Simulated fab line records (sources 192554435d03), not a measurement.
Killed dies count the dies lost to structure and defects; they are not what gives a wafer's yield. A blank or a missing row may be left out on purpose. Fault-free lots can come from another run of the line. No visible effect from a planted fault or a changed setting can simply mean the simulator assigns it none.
Problem report, 8D (eight disciplines) form, completed by code || flow n5-finfet || the parts of the form that need people (team, actions taken, sign-off) are left out

## 1. PROBLEM STATEMENT
bias-w at N5_BEOL_M10_TRENCH_ETCH_37 reads a mean of 198.9 W on 3 wafers of 2 lots; wafers without a fault read 185.0 W with a standard deviation of 0.57. Measured from the usual mean, that is +24 standard deviations.
The step: etches SiCOH lowk in C4F6/O2, target depth 148.83 nm, time 48 s.
Seen first at day 14 14:21 on rie-diel-04, wafer L897.1. At this step, 30 wafers from 10 lots have a number in the record. Rule for "out" (also "out of limits"): further than 4 standard deviations from the usual mean. The rest of the wafers with a number are treated as sound.

## 2. WHAT IT IS, WHAT IT ISN'T
{"question": "which readings at this step", "is": "bias-w", "is not": "drypump-motor-current-A, oes_ar_750_au, oes-product-au, showerhead-plenum-p-Torr, throttle-valve-pct"}
{"question": "which lots", "is": "L897, L899", "is not": "L883, L884, L886, L889, L890, L891, L905, L906"}
{"question": "which wafers of those lots", "is": "L897.1, L897.4, L899.3", "is not": "L897.5, L899.5, L899.6"}
{"question": "read on which tools", "is": "rie-diel-04", "is not": "rie-diel-03, rie-diel-05"}
{"question": "when", "is": "from day 14 14:21", "is not": "up to then (19 sound wafers); but 8 sound wafers of L899, L905, L906 came after"}

## 3. THE SUSPECTS, EACH WITH WHAT RULES IT OUT
Counting: if a tool at a process step up to the reading ran every lot that is out, it stays a suspect. Sound lots after the first of them don't rule it out here, since some wafers of a struck lot are sound.
- rie-diel-04 at N5_BEOL_M10_DESCUM_33 (chemistry O2, time 7.9 s): kept. It ran every lot that is out, first L897 (day 14 14:02); its last sound lot up to then is L890 (day 11 23:58).
- rie-diel-04 at N5_BEOL_M10_STRIP_36 (strips in N2/H2): kept. It ran every lot that is out, first L897 (day 14 14:19); its last sound lot up to then is L890 (day 12 00:23).
- rie-diel-04 at N5_BEOL_M10_TRENCH_ETCH_37 (etches SiCOH lowk in C4F6/O2, target depth 148.83 nm, time 48 s): kept. It ran every lot that is out, first L897 (day 14 14:21); its last sound lot up to then is L890 (day 12 00:26). Out on those wafers are its own readings of bias-w.
- rie-diel-04, N5_BEOL_M10_DESCUM_33: wafers that are out in chamber 2, sound lot-mates in chambers 0, 1.
- rie-diel-04, N5_BEOL_M10_STRIP_36: wafers that are out in chamber 2, sound lot-mates in chambers 0, 1.
- rie-diel-04, N5_BEOL_M10_TRENCH_ETCH_37: wafers that are out in chamber 2, sound lot-mates in chambers 0, 1.
Still standing after the count: rie-diel-04 at N5_BEOL_M10_DESCUM_33, rie-diel-04 at N5_BEOL_M10_STRIP_36, rie-diel-04 at N5_BEOL_M10_TRENCH_ETCH_37.

## 4. THE CAUSE (what the simulator had put in)
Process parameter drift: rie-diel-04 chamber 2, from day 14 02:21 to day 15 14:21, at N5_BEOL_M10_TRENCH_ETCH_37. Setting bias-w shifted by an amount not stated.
3 suspects survive the count, and this tool is in that group.

## 5. THE CHAIN OF EFFECTS, in route order
Rows list readings where the struck wafers' mean (over those with a number) sits beyond 3 standard deviations from the usual. Readings are gone through only where the record gives a usual standard deviation; hours: the median, over the lots, of the time from a lot's start at the first step in this table giving one to that lot's start at this step; sigmas: the change measured in usual standard deviations.
{"hours": 0, "step": "N5_BEOL_M10_TRENCH_ETCH_37", "reading": "bias-w", "usual": "185.0 W", "on struck wafers": 198.9, "change": "+13.9", "sigmas": "+24"}
The process steps in it:
- N5_BEOL_M10_TRENCH_ETCH_37: etches SiCOH lowk in C4F6/O2, target depth 148.83 nm, time 48 s.

## 6. HOW IT WOULD HAVE BEEN CAUGHT EARLIER
First out-of-limits reading in this record: day 14 14:21, which is 12 hours after fault onset at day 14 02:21.
